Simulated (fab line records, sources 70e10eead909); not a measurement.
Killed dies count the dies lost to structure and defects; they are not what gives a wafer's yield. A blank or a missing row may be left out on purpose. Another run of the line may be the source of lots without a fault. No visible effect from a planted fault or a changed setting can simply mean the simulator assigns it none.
A struck lot beside a sound one	flow nand_harc	14 steps out of a route of 1302
Sound: the wafers L389.1, L389.2, L389.5. Struck: wafers L385.4, L385.5. (L385.2 of the same lot was not struck and is left out.) The cause comes at the end.
Per side, at each step with rows, come the tool, then ch with its chambers, and then its first start. Under that, the readings that differ: sound wafers	struck wafers	difference of the means	sigmas: that difference in standard deviations of wafers without a fault.
alike: readings whose means differ by less than 2 such deviations, and words and numbers that are the same on both sides. not compared: withheld readings, readings that some wafer has no value for, bounds like >300 that may hide the same value, and numbers for which the record gives no deviation and whose values overlap.
Wherever a step has rows on one side only, a row that says differs or no value, or a row with sigmas, the two part there. Numbers that have no deviation but don't overlap get no sigmas and don't part them. Lack of a reading on every wafer of one side parts them only where that side has two or more wafers.

NHARC_A_M0_CMP_23: polishes, t overpolish 20 s, target thk 113.75 nm.
  sound on cmp-02 ch 1,3, day 30 18:27; struck on cmp-02 ch 0,3, day 28 12:11
  alike: motor_current_A, time_to_endpoint_s
  not compared: pad_life_wafers
NHARC_A_M0_THK_MEAS_24: measures by xrf.
  sound on film_metro-02, day 30 18:46; struck on film_metro-02, day 28 12:26
  alike: thk_nm
following that, these wafers have no rows for 1 step: NHARC_A_M0_SRD_25.
NHARC_A_M0_INSPECT_27:
  sound on defect_inspect-01, day 30 18:56; struck on defect_inspect-02, day 28 12:36
  alike: raw_defect_count
NHARC_A_M0_PRE_CLEAN_31: time 12 s.
  sound on pecvd-02 ch 0,2, day 30 19:00; struck on pecvd-01 ch 1,2, day 28 12:41
  alike: heater_power_w, rf_fwd_power_W
NHARC_A_M0_DEP_32: deposits SiCN, target thk 30 nm.
  sound on pecvd-02 ch 0,2, day 30 19:07; struck on pecvd-01 ch 1,2, day 28 12:47
  alike: heater_power_w, rf_fwd_power_W
then, 5 steps without rows for these wafers: NHARC_A_M1_DEP_00 (deposits SiOC, target thk 182.5 nm); NHARC_A_M1_DEHYDRATE_01 (time 120 s); NHARC_A_M1_HMDS_02 (time 30 s); NHARC_A_M1_COAT_34 (time 65 s); NHARC_A_M1_COAT_03 (resist thk 90 nm).
NHARC_A_M1_SOFTBAKE_04: time 55 s.
  sound on litho_track-04 ch 0, day 30 20:00; struck on litho_track-01 ch 0, day 28 13:00
reading	sound	struck	difference	sigmas
heater_power_total_W (W)	188.29 188.35 188.27	194.38 194.71	+6.24	+42
  alike: chill_plate_temp_C, exhaust_pa
then, 2 steps without rows for these wafers: NHARC_A_M1_EBR_05; NHARC_END_SORT_01.

== WHERE THEY PART ==
Only at NHARC_A_M1_SOFTBAKE_04, within this record.

WHY: whatever the simulator had introduced
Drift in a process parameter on litho_track-01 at NHARC_A_M1_SOFTBAKE_04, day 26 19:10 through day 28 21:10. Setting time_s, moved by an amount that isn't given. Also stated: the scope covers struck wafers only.
